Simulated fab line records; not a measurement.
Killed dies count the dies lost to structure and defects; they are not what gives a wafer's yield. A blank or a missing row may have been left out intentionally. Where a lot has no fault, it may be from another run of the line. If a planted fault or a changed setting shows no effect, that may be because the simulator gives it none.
A struck lot beside a sound one -- flow nand_harc -- 26 out of 1159 route steps
Sound: wafers L539.1, L539.3, L539.5. The struck wafers were L547.3, L547.5, L547.6. The cause is named last.
Order at every step that has rows: each side's tool, ch and its chambers, its first start. Under that, the readings that differ: sound wafers -- struck wafers -- difference of the means -- sigmas: that difference in standard deviations of wafers without a fault.
alike: words and numbers the same on both sides, and readings whose means are apart by under 2 such deviations; not compared: readings that were withheld, readings missing a value for some wafer, numbers with overlapping values and no deviation given by the record, and bounds like >300 which may hide the same value.
A row with sigmas, a row that says differs or no value, or rows on one side alone: a step with any of these is where the two part. Numbers that don't overlap but have no deviation are shown without sigmas and don't part them. A reading that every wafer of one side lacks parts them only if that side has two wafers or more.

first, 5 steps without rows for these wafers: NHARC_P_GATE_STRIP_15 (strips in SPM, time 780 s); NHARC_P_GATE_PRECLEAN_71 (cleans in SC1); NHARC_P_GATE_SRD_72; NHARC_P_GATE_OXIDE_16 (material SiO2, target thk 3 nm, ox time 392 s); NHARC_P_GATE_CVD_17 (deposits poly-Si, target thk 150 nm, time 900 s).
NHARC_P_GATE_HM_DEP_102: deposits aC, target thk 120 nm.
  sound on acl_dep-02 ch 0, day 4 19:16; struck on acl_dep-03 ch 0, day 6 11:53
  alike: susceptor_temp_C, throttle_valve_pct
NHARC_P_GATE_DEP_103: deposits SiON, target thk 30 nm.
  sound on pecvd-04 ch 0,2, day 4 20:00; struck on pecvd-04 ch 0,1,2, day 6 12:23
  alike: heater_power_w, susceptor_temp_C
  not compared: since_wet_clean_h
then, 5 steps without rows for these wafers: NHARC_P_GATE_DEHYDRATE_18 (time 120 s); NHARC_P_GATE_HMDS_19 (time 30 s); NHARC_P_GATE_COAT_20 (resist thk 90 nm); NHARC_P_GATE_SOFTBAKE_21 (time 55 s); NHARC_P_GATE_EBR_22.
NHARC_P_GATE_EXPOSE_23: exposes mask P GATE, target cd 120 nm.
  sound on arfi_scanner-01 ch 0, day 4 20:23; struck on arfi_scanner-02 ch 0, day 6 12:53
reading,sound,struck,difference,sigmas
mask,P_GATE#0 P_GATE#0 P_GATE#0,P_GATE_R1#0 P_GATE_R1#0 P_GATE_R1#0,differs,
then, 2 steps without rows for these wafers: NHARC_P_GATE_PEB_24 (peb time 65 s); NHARC_P_GATE_DEVELOP_25 (develop time 35 s).
NHARC_P_GATE_CD_MEAS_26 targets a cd of 120 nm.
  sound on cd_sem-01 ch 0, day 4 20:32; struck on cd_sem-03 ch 0, day 6 13:01
reading,sound,struck,difference,sigmas
cd_nm (nm),120.6 119.8 120.3,106.0 106.2 105.1,-14.5,-23
NHARC_P_GATE_OVL_MEAS_27:
  sound on overlay-01 at day 4 20:37; struck on overlay-01 at day 6 13:07
  alike: overlay_x_nm, overlay_y_nm
NHARC_P_GATE_INSPECT_28:
  sound on defect_inspect-01 at day 4 20:39; struck on defect_inspect-01 at day 6 13:08
  alike: raw_defect_count
NHARC_P_GATE_DESCUM_31: chemistry O2, time 3 s.
  sound on rie_diel-13 ch 1,2,3, day 4 20:43; struck on rie_diel-13 ch 2,3, day 6 13:14
reading,sound,struck,difference,sigmas
model.P_GATE.cd_nm (nm),120.6 119.9 120.8,105.6 105.7 104.8,-15.1,
  alike: drypump_motor_current_A, mfc_ar_sccm, o2_flow_sccm, oes_product_au, rf_vpp_V, showerhead_plenum_p_Torr, throttle_valve_pct
  not compared: rf_hours_counter_h
NHARC_P_GATE_ETCH_104: etches the open film in CF4/CHF3, target depth 60 nm.
  sound on rie_diel-13 ch 1,2,3, day 4 20:48; struck on rie_diel-13 ch 0,3, day 6 13:23
  alike: drypump_motor_current_A, mfc_ar_sccm, oes_product_au, rf_vpp_V, showerhead_plenum_p_Torr, throttle_valve_pct
NHARC_P_GATE_HM_OPEN_105: chemistry O2/COS, target depth 360 nm.
  sound: rie_diel-13 ch 0,2,3; struck: rie_diel-13 ch 0,1,3
  alike: drypump_motor_current_A, mfc_ar_sccm, o2_flow_sccm, oes_product_au, rf_vpp_V, showerhead_plenum_p_Torr, throttle_valve_pct
  not compared: rf_hours_counter_h
then, 1 step without rows for these wafers: NHARC_P_GATE_STRIP_106 (strips in O2/COS).
NHARC_P_GATE_ETCH_114: etches the open film in CF4/O2, target depth 30 nm, overetch 3 nm, time 16.5 s.
  sound: rie_diel-13 ch 0,1,2; struck: rie_diel-13 ch 2,3
  alike: drypump_motor_current_A, mfc_ar_sccm, o2_flow_sccm, oes_product_au, rf_vpp_V, showerhead_plenum_p_Torr, throttle_valve_pct
  not compared: rf_hours_counter_h
NHARC_P_GATE_ETCH_32: etches the open film in HBr/Cl2, target depth 150 nm, time 100.1 s.
  sound on rie_si-03 ch 0,1,3, day 4 21:15; struck on rie_si-03 ch 0,1, day 6 13:46
reading,sound,struck,difference,sigmas
model.P_GATE.cd_nm (nm),121.4 117.5 122.5,111.2 108 106.4,-11.9,
  alike: drypump_motor_current_A, oes_product_au, throttle_valve_pct
  not compared: rf_hours_counter_h
then, 1 step without rows for these wafers: NHARC_P_GATE_STRIP_108 (strips in O2).
-- jump in the record: it breaks off in module P_GATE and resumes in module END (first step shown: number 1159 of the route), and 15 days separate the struck wafers' starts before and after --
NHARC_END_SORT_01:
  at this point the record logs the struck wafers (prober-01 ch 0, day 21 11:47) and has no rows for the sound ones

## WHERE THEY PART
First at NHARC_P_GATE_EXPOSE_23; last, within this record, at NHARC_END_SORT_01.

WHY: whatever the simulator had introduced
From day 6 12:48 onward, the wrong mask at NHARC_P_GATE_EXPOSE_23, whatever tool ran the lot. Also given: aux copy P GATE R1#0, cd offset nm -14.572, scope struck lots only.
